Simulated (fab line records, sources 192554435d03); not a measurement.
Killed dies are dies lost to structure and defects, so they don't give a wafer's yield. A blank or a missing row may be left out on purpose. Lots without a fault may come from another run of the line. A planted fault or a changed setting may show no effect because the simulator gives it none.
fab line records | flow n5_finfet
record lots=9 wafers=25 last_day=18
route steps=1938 shown FIN_SAQP@99 BEOL_M4@1111 PASSIVATION@1936
lots that met no fault: from a run of the same line without faults
start_h: hours from the record's first day to the start of the lot's first wafer shown | wait_h: hours since the lot's step before | " the same as in the row above | L1.1+2: a row that stands for several wafers | - no value, or no start given | * or withheld: withheld | < > ~ a bound
route shown NAME@n: a module of which the file shows steps, and the number in the route of the first | usual: mean/standard deviation of fault-free wafers | same: alike in all rows | chamber/n: place in a boat | sites: the reading at each site | _std_site: their standard deviation | _edge_site: outer sites' mean less inner sites' | radius_mm: how far each site lies from the wafer's centre | mask NAME#n: copy n | behind: the tool/chamber that last shaped the wafer | hold: why the lot was held/for how many hours/how that ended | device: the transistor (n, p or np) that didn't switch | end of line: the same wafers' tests at the end of the route | a step without rows: its recipe alone | killed: dies lost to structure and defects at the first sort, not the wafer's yield | map: a wafer's dies, x killed, . not, _ none there
set.NAME: the setting as run; set.NAME@STEP: as run at that earlier step | model.NAME: the simulator's own value behind a step, which no gauge read
steps of the route over a sample of lots; a table a step, a row a wafer
services: from which hour (start_h, from the record's first day; less than 0 if before it) a tool's chamber was out of use, for how many hours, and why
## steps
# step N5_FIN_SAQP_PECVD_48
# recipe material=SiNx target_thk_a=250 temp_c=400 precursor=SiH4/NH3/N2 pressure_torr=1.5 rf_w=300 time_s=22.1
# usual heater_power_w=770/99 showerhead_plenum_p_Torr=5.10/0.074 showerhead_vpp_V=1075/43 throttle_valve_pct=40.5/1.8
# columns lot.wafer tool chamber start_h wait_h heater_power_w showerhead_plenum_p_Torr showerhead_vpp_V throttle_valve_pct
L784.2 pecvd-02 2 29.46 0.0 734 5.08 1063 45.7
L784.3 " 2 " " 726 5.09 1041 45.8
L784.4 " 0 " " 540 5.31 1149 38.7
L786.1 pecvd-03 1 38.58 0.0 787 5.04 1163 41.6
L786.2 " 0 " " 865 5.18 1030 40.3
L786.5 " 2 " " 698 5.07 1078 40.9
L787.1 pecvd-01 2 44.76 0.0 919 5.05 1125 39.0
L787.3 " 1 " " 560 5.00 1040 39.0
L787.5 " 2 " " 909 5.08 1112 38.5
L788.3 pecvd-01 2 50.74 0.0 818 5.06 1117 38.7
L788.5 " 2 " " 818 5.06 1121 39.0
L788.6 " 0 " " 734 5.09 1069 42.1
L792.1 pecvd-03 1 76.11 0.0 776 5.04 1121 41.2
L792.4 " 1 " " 777 5.04 1143 41.0
L792.6 " 0 " " 855 5.17 1024 40.5
L794.2 pecvd-03 2 86.86 0.0 766 5.06 1078 40.7
L794.3 " 0 " " 897 5.18 1009 40.4
L794.6 " 2 " " 778 5.07 1075 40.8
L795.1 pecvd-01 0 93.17 0.0 765 5.11 1050 42.2
L795.4 " 2 " " 945 5.06 1128 39.0
L795.6 " 1 " " 592 5.00 1032 39.2
L796.1 pecvd-03 2 99.01 0.0 773 5.08 1090 40.9
L796.3 " 0 " " 904 5.16 1015 40.4
L799.1 pecvd-03 0 117.09 0.0 826 5.18 1017 40.6
L799.4 " 1 " " 897 5.04 1141 41.4
# step N5_FIN_SAQP_RECESS_75
# recipe chemistry=HF/NH3 target=SiO2 target_depth_a=144 afs_cycles=3 temp_c=30 sublimation_temp_c=180 sublimation_time_s=60
# usual drypump_motor_current_A=5.90/0.18
# columns lot.wafer tool chamber start_h wait_h drypump_motor_current_A
L784.2 vapor_etch-02 0 30.80 0.0 5.67
L784.3 " 0 " " 5.66
L784.4 " 1 " " 5.97
L786.1 vapor_etch-02 1 40.05 0.0 5.96
L786.2 " 0 " " 5.65
L786.5 " 0 " " 5.65
L787.1 vapor_etch-01 0 46.22 0.0 6.16
L787.3 " 1 " " 5.87
L787.5 " 1 " " 5.87
L788.3 vapor_etch-01 0 52.31 0.2 6.17
L788.5 " 1 " " 5.91
L788.6 " 0 " " 6.18
L792.1 vapor_etch-02 1 77.55 0.0 5.94
L792.4 " 0 " " 5.69
L792.6 " 1 " " 5.94
L794.2 vapor_etch-02 0 88.39 0.0 5.66
L794.3 " 0 " " 5.66
L794.6 " 0 " " 5.66
L795.1 vapor_etch-02 1 95.62 0.3 5.97
L795.4 " 0 " " 5.66
L795.6 " 1 " " 5.95
L796.1 vapor_etch-02 0 100.57 0.0 5.66
L796.3 " 0 " " 5.66
L799.1 vapor_etch-01 1 118.51 0.0 5.88
L799.4 " 0 " " 6.14
# step N5_FIN_SAQP_SPACER1_ALD_24
# recipe material=SiO2 target_thk_a=203 temp_c=300 ald_precursor_family=BDEAS ald_co_reactant=O2-plasma pulse_time_s=1 purge_time_s=2 co_reactant_purge_time_s=2 ald_cycles=218 pressure_torr=2
# usual heater_power_w=488/61 precursor_pulse_height_rel=1.000/0.019
# same purge_time_s=2
# columns lot.wafer tool chamber start_h wait_h heater_power_w precursor_pulse_height_rel
L784.2 ald_sin-03 2 31.24 0.3 603 1.010
L784.3 " 0 " " 457 0.986
L784.4 " 3 " " 393 0.993
L786.1 ald_sin-03 3 40.44 0.3 384 0.992
L786.2 " 2 " " 603 1.007
L786.5 " 2 " " 583 0.976
L787.1 ald_sin-03 2 47.59 1.2 573 0.961
L787.3 " 1 " " 479 1.010
L787.5 " 0 " " 457 0.950
L788.3 ald_sin-04 1 52.57 0.1 474 1.003
L788.5 " 2 " " 543 1.031
L788.6 " 1 " " 477 0.958
L792.1 ald_sin-01 2 79.15 1.5 554 0.995
L792.4 " 0 " " 559 1.030
L792.6 " 2 " " 548 1.004
L794.2 ald_sin-03 1 89.38 0.9 475 0.965
L794.3 " 2 " " 600 1.009
L794.6 " 2 " " 567 0.970
L795.1 ald_sin-03 1 97.72 2.0 471 0.983
L795.4 " 3 " " 395 1.017
L795.6 " 1 " " 477 0.991
L796.1 ald_sin-04 2 101.85 1.2 527 0.972
L796.3 " 1 " " 486 1.006
L799.1 ald_sin-04 2 119.02 0.3 553 1.022
L799.4 " 0 " " 402 0.991
# step N5_FIN_SAQP_MANDREL1_REMOVE_56
# recipe chemistry=HBr/Cl2/O2 bt_time_s=10 target=a-Si stop_on=SiNx endpoint=OES-SiCl over_etch_frac=1 icp_w=600 bias_w=22 HBr_flow_sccm=150 Cl2_flow_sccm=80 O2_flow_sccm=5 pressure_mtorr=10
# usual drypump_motor_current_A=5.8/0.5 oes_product_au=1.007/0.014 throttle_valve_pct=36.76/0.24
# same over_etch_frac=1
# columns lot.wafer tool chamber start_h wait_h drypump_motor_current_A oes_product_au rf_hours_counter_h throttle_valve_pct
L784.2 rie_si-02 2 32.06 0.1 5.4 0.996 21 36.71
L784.3 " 1 " " 6.1 1.007 11 36.74
L784.4 " 3 " " 5.6 1.002 90 36.75
L786.1 rie_si-02 0 41.24 0.1 5.2 1.034 9 37.03
L786.2 " 3 " " 5.6 0.994 90 36.76
L786.5 " 3 " " 5.6 0.989 - 36.75
L787.1 rie_si-02 1 48.40 0.1 6.1 1.028 11 36.75
L787.3 " 2 " " 5.4 1.002 21 36.71
L787.5 " 2 " " 5.4 0.996 - 36.73
L788.3 rie_si-02 1 53.38 0.1 6.1 1.010 11 36.75
L788.5 " 1 " " 6.0 1.009 - 36.75
L788.6 " 2 " " 5.4 0.992 - 36.71
L792.1 rie_si-02 2 79.96 0.1 5.4 0.999 22 36.70
L792.4 " 2 " " 5.4 0.990 - 36.72
L792.6 " 3 " " 5.6 1.000 - 36.75
L794.2 rie_si-02 0 90.18 0.1 5.2 1.032 9 37.02
L794.3 " 2 " " 5.4 1.003 22 36.71
L794.6 " 0 " " 5.2 1.025 - 37.01
L795.1 rie_si-04 2 98.61 0.1 6.6 1.008 62 36.53
L795.4 " 0 " " 5.8 0.999 101 36.27
L795.6 " 3 " " 6.1 0.996 - 36.26
L796.1 rie_si-02 2 102.69 0.1 5.4 0.995 22 36.72
L796.3 " 1 " " 6.1 1.017 12 36.76
L799.1 rie_si-01 3 119.82 0.1 6.7 1.009 174 36.84
L799.4 " 0 " " 5.7 1.005 130 37.21
# step N5_FIN_SAQP_ETCH_57
# recipe chemistry=CH3F/O2 target=SiNx mask_material=SiO2 target_depth_a=325 time_s=46.4 pressure_mtorr=30 source_w=395 bias_w=73 Ar_flow_sccm=150 CH3F_flow_sccm=30 O2_flow_sccm=20 ion_energy_ev=120 ends=cleared
# usual drypump_motor_current_A=5.8/0.39 etch_rf_on_time_s=46.0/0.85 oes_product_au=0.70/0.056 rf_vpp_V=298/3.8 showerhead_plenum_p_Torr=2.04/0.055 throttle_valve_pct=16.32/0.19
# columns lot.wafer tool chamber start_h wait_h drypump_motor_current_A etch_rf_on_time_s oes_product_au rf_hours_counter_h rf_vpp_V showerhead_plenum_p_Torr throttle_valve_pct
L784.2 rie_diel-04 3 32.43 0.2 6.5 46.2 0.68 134 302 2.09 16.09
L784.3 " 1 " " 5.3 47.1 0.73 43 294 2.02 15.93
L784.4 " 2 " " 5.5 45.9 0.64 150 301 2.08 16.72
L786.1 rie_diel-06 3 41.40 0.0 5.9 45.0 0.69 100 297 2.02 16.23
L786.2 " 2 " " 5.1 44.7 0.66 131 302 2.09 16.15
L786.5 " 1 " " 5.7 45.3 0.79 - 303 2.04 16.25
L787.1 rie_diel-01 2 48.71 0.2 6.3 45.9 0.79 18 295 1.96 16.35
L787.3 " 3 " " 5.6 45.5 0.70 93 298 2.03 16.41
L787.5 " 2 " " 6.2 46.4 0.79 - 296 1.96 16.35
L788.3 rie_diel-04 3 53.73 0.2 6.5 46.4 0.67 140 303 2.09 16.08
L788.5 " 0 " " 6.4 46.3 0.62 - 292 1.89 16.56
L788.6 " 3 " " 6.5 46.1 0.68 - 302 2.09 16.12
L792.1 rie_diel-04 0 80.12 0.0 6.4 46.7 0.60 235 293 1.89 16.57
L792.4 " 3 " " 6.5 45.9 0.67 150 302 2.08 16.11
L792.6 " 2 " " 5.4 45.8 0.63 - 300 2.07 16.76
L794.2 rie_diel-01 3 90.35 0.1 5.6 45.0 0.69 107 298 2.02 16.43
L794.3 " 2 " " 6.2 45.4 0.77 33 296 1.96 16.38
L794.6 " 0 " " 5.8 44.9 0.77 - 304 2.11 16.28
L795.1 rie_diel-01 0 98.77 0.0 5.8 45.2 0.75 45 302 2.11 16.31
L795.4 " 2 " " 6.2 45.1 0.76 36 296 1.96 16.40
L795.6 " 1 " " 5.7 44.9 0.74 - 298 2.03 16.26
L796.1 rie_diel-01 1 102.85 0.0 5.8 45.1 0.74 61 299 2.03 16.25
L796.3 " 3 " " 5.6 63.9 0.69 112 299 2.02 16.45
L799.1 rie_diel-06 1 119.98 0.0 5.7 46.2 0.73 52 304 2.03 16.31
L799.4 " 0 " " 6.0 66.7 0.63 169 292 1.99 16.51
# step N5_BEOL_M4_RC_MEAS_101
# usual DIBL_N=36.5/1.2 DIBL_P=36.5/1.6 IOFF_N=0.162/0.023 IOFF_P=0.221/0.03 ION_N=678/8 ION_P=466/6.3 SS_N=71.6/0.46 SS_P=73.3/0.57 VT_N=249.2/2.6 VT_P=-249/3.3
# columns lot.wafer tool chamber start_h wait_h DIBL_N[mV/V] DIBL_P[mV/V] IOFF_N[nA/um] IOFF_P[nA/um] ION_N[uA/um] ION_P[uA/um] SS_N[mV/dec] SS_P[mV/dec] VT_N[mV] VT_P[mV]
L784.2 prober-02 0 227.78 0.2 36.0 36.5 0.144 0.206 675 469 71.5 73.3 252.9 -250
L784.3 " 0 " " 37.7 39.4 0.172 0.268 675 476 71.9 73.8 246.7 -247
L784.4 " 0 " " 38.3 39.4 0.186 0.272 688 475 71.6 73.1 248.1 -244
L786.1 prober-02 0 235.17 0.0 34.9 33.9 0.131 0.212 674 468 71.7 72.4 250.3 -247
L786.2 " 0 " " 35.4 32.9 0.129 0.198 664 456 71.5 72.3 253.1 -251
L786.5 " 0 " " 36.6 34.1 0.145 0.216 668 469 72.1 72.4 250.4 -247
L787.1 prober-02 0 241.66 0.0 36.6 38.9 0.186 0.239 683 467 71.1 74.4 248.0 -248
L787.3 " 0 " " 37.0 39.9 0.209 0.253 693 470 71.8 73.7 244.0 -245
L787.5 " 0 " " 36.9 39.0 0.191 0.232 682 470 71.4 73.8 246.5 -248
L788.3 prober-02 0 251.41 0.3 36.1 37.8 0.161 0.257 681 471 72.2 74.1 250.2 -245
L788.5 " 0 " " 36.5 37.9 0.169 0.252 686 475 72.2 73.7 248.9 -245
L788.6 " 0 " " 35.3 36.7 0.151 0.234 677 470 72.2 73.3 248.3 -245
L792.1 prober-02 0 265.30 0.0 37.9 37.1 0.180 0.229 680 463 71.7 73.1 246.5 -248
L792.4 " 0 " " 38.1 36.4 0.169 0.214 674 460 71.5 73.1 248.7 -249
L792.6 " 0 " " 38.1 37.2 0.179 0.227 678 468 72.0 72.6 247.2 -252
L794.2 prober-02 0 287.76 0.2 35.7 35.1 0.158 0.179 681 454 71.3 73.0 252.5 -254
L794.3 " 0 " " 36.7 35.9 0.175 0.192 680 455 71.9 73.6 246.2 -254
L794.6 " 0 " " 36.8 36.9 0.188 0.210 689 463 72.1 73.7 249.9 -250
L795.1 prober-02 0 290.03 0.0 37.5 36.6 0.181 0.252 674 459 72.5 73.3 250.2 -246
L795.4 " 0 " " 38.3 38.0 0.198 0.271 677 466 72.7 73.6 248.7 -245
L795.6 " 0 " " 36.6 36.3 0.161 0.251 673 465 71.7 72.7 247.8 -245
L796.1 prober-01 0 290.47 0.0 36.9 37.2 0.184 0.238 687 470 71.5 73.6 249.1 -247
L796.3 " 0 " " 36.0 36.7 0.152 0.232 670 466 71.6 73.4 251.2 -251
L799.1 prober-02 0 320.28 0.0 35.0 36.7 0.145 0.218 684 475 71.1 73.9 249.7 -248
L799.4 " 0 " " 35.2 35.8 0.135 0.209 681 474 71.5 73.2 251.7 -251
# step N5_PASSIVATION_PROBE_49
# usual defect_limited_yield=91.2/1.3 killed_at_M0_to_M3=34/9.2 killed_at_M4_up=14/5 killed_at_contacts=13/6.7 killed_at_front_end=39/12 killed_at_other=4/3.3 killed_dies=104/15 killed_open=68/12 killed_short=34/7.5 sort_bin_5_function=5.2/0.87 sort_bin_6_memory=3.3/0.63 sort_n_pass=1076/15 sort_yield_pct=91.2/1.3
# same gross_dies=1180 killed_at_back_side=0 sort_bin_4_leakage[%]=0 sort_bin_8_speed[%]=0
# columns lot.wafer tool chamber start_h wait_h defect_limited_yield[%] killed_at_M0_to_M3 killed_at_M4_up killed_at_contacts killed_at_front_end killed_at_other killed_dies killed_open killed_short sort_bin_5_function[%] sort_bin_6_memory[%] sort_n_pass sort_yield_pct[%]
L794.2 prober-02 - 385.19 0.1 92.4 15 17 20 36 2 90 70 19 4.7 2.8 1090 92.4
L794.3 prober-02 - 385.24 0.1 91.0 36 11 22 36 1 106 65 41 4.9 3.6 1074 91.0
L794.6 prober-02 - 385.39 0.3 90.4 19 20 10 63 1 113 86 24 5.8 3.6 1067 90.4
L795.1 prober-02 - 392.50 0.0 92.9 18 11 9 45 1 84 65 19 4.0 2.9 1096 92.9
L795.4 prober-02 - 392.65 0.2 89.7 27 15 8 66 5 121 85 36 6.8 3.2 1059 89.7
L795.6 prober-02 - 392.75 0.3 93.1 24 8 19 26 4 81 53 28 4.4 2.4 1099 93.1
L796.3 prober-02 - 397.12 0.1 89.9 45 13 26 32 3 119 76 41 6.8 3.1 1061 89.9
# killed by level:class
L794.2 MOL_CONTACT_COAG:geometric_particle:open=18 FIN_SAQP:geometric_particle:open=13 BEOL_M4:geometric_particle:open=9 STI_FIN_REVEAL:geometric_particle:open=5 DUMMY_GATE:geometric_particle:open=5 BEOL_M3:geometric_particle:open=4 FIN_SAQP:geometric_particle:short=3 BEOL_M0:geometric_particle:open=3
L794.3 MOL_CONTACT_COAG:geometric_particle:open=14 FIN_SAQP:geometric_particle:open=11 MOL_CONTACT_COAG:geometric_particle:short=8 BEOL_M3:geometric_particle:open=8 DUMMY_GATE:geometric_particle:open=6 FIN_SAQP:geometric_particle:short=5 BEOL_M0_SAQP:geometric_particle:open=5 BEOL_M0_SAQP:geometric_particle:short=5
L794.6 FIN_SAQP:geometric_particle:open=27 BEOL_M4:geometric_particle:open=11 STI_FIN_REVEAL:geometric_particle:open=8 MOL_CONTACT_COAG:geometric_particle:open=8 DUMMY_GATE:geometric_particle:open=7 BEOL_M0_SAQP:geometric_particle:open=6 FIN_SAQP:geometric_particle:short=4 DUMMY_GATE:geometric_particle:short=4
L795.1 STI_FIN_REVEAL:geometric_particle:open=22 MOL_CONTACT_COAG:geometric_particle:open=9 BEOL_M3:geometric_particle:open=8 FIN_SAQP:geometric_particle:open=6 BEOL_M4:geometric_particle:open=5 STI_FIN_REVEAL:geometric_particle:short=4 BEOL_M0_SAQP:geometric_particle:short=4 STARTING-WAFER:geometric_particle:open=4
L795.4 STI_FIN_REVEAL:geometric_particle:open=29 MOL_CONTACT_COAG:geometric_particle:open=7 BEOL_M0_SAQP:geometric_particle:short=7 FIN_SAQP:geometric_particle:short=6 FIN_SAQP:geometric_particle:open=6 GATE_CUT:geometric_particle:short=6 BEOL_M0_SAQP:geometric_particle:open=6 BEOL_M5:geometric_particle:open=6
L795.6 MOL_CONTACT_COAG:geometric_particle:open=17 BEOL_M3:geometric_particle:open=6 FIN_SAQP:geometric_particle:short=5 STI_FIN_REVEAL:geometric_particle:open=5 BEOL_M2:geometric_particle:open=4 BEOL_M5:geometric_particle:open=4 GATE_CUT:geometric_particle:short=3 BEOL_M0_SAQP:geometric_particle:open=3
L796.3 MOL_CONTACT_COAG:geometric_particle:open=20 BEOL_M1:geometric_particle:open=11 BEOL_M3:geometric_particle:open=11 BEOL_M0_SAQP:geometric_particle:short=9 STI_FIN_REVEAL:geometric_particle:open=7 FIN_SAQP:geometric_particle:short=6 FIN_SAQP:geometric_particle:open=6 MOL_CONTACT_COAG:geometric_particle:short=6
## services
# columns tool chamber start_h hours kind
ald_sin-03 0 8.13 - clean
ald_sin-03 1 8.13 - clean
ald_sin-03 2 8.13 - clean
ald_sin-03 3 8.13 - clean
vapor_etch-01 - 15.68 0.7 repair
pecvd-03 0 20.23 5.5 scheduled_down
rie_diel-04 - 35.16 2.8 pm
ald_sin-04 - 43.15 6.0 pm
pecvd-01 1 48.63 39.2 repair
rie_si-02 0 58.77 24.3 repair
vapor_etch-01 - 60.03 15.6 pm
ald_sin-04 - 64.17 2.8 pm
pecvd-01 0 65.39 4.7 repair
pecvd-03 1 80.75 12.3 repair
pecvd-01 0 81.22 3.8 repair
ald_sin-01 - 86.75 14.0 pm
rie_si-04 0 87.16 1.8 repair
rie_si-01 - 94.55 1.6 repair
rie_si-01 - 97.24 0.1 repair
rie_diel-04 1 106.06 2.9 repair
rie_si-01 3 109.37 7.2 repair
pecvd-03 2 109.76 2.1 scheduled_down
vapor_etch-01 - 112.66 2.8 pm
pecvd-01 1 119.59 2.1 scheduled_down
## key
first_sign step=N5_FIN_SAQP_ETCH_57 reading=etch_rf_on_time_s direction=up sigmas=23 usual=* struck=*
effect none on later readings
met_at N5_FIN_SAQP_PECVD_48
struck_lots L796,L799
struck_wafers L796.3,L799.4
not_acting_at N5_FIN_SAQP_RECESS_75,N5_FIN_SAQP_SPACER1_ALD_24,N5_FIN_SAQP_MANDREL1_REMOVE_56
onset_between 86.86 99.01
fault kind=process_parameter_drift tool=pecvd-03 chamber=- onset_h=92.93 steps=N5_FIN_SAQP_PECVD_48 channel=time_s offset=* shape=step end_h=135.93 scope=struck_wafers_only acts_in=* stated=*
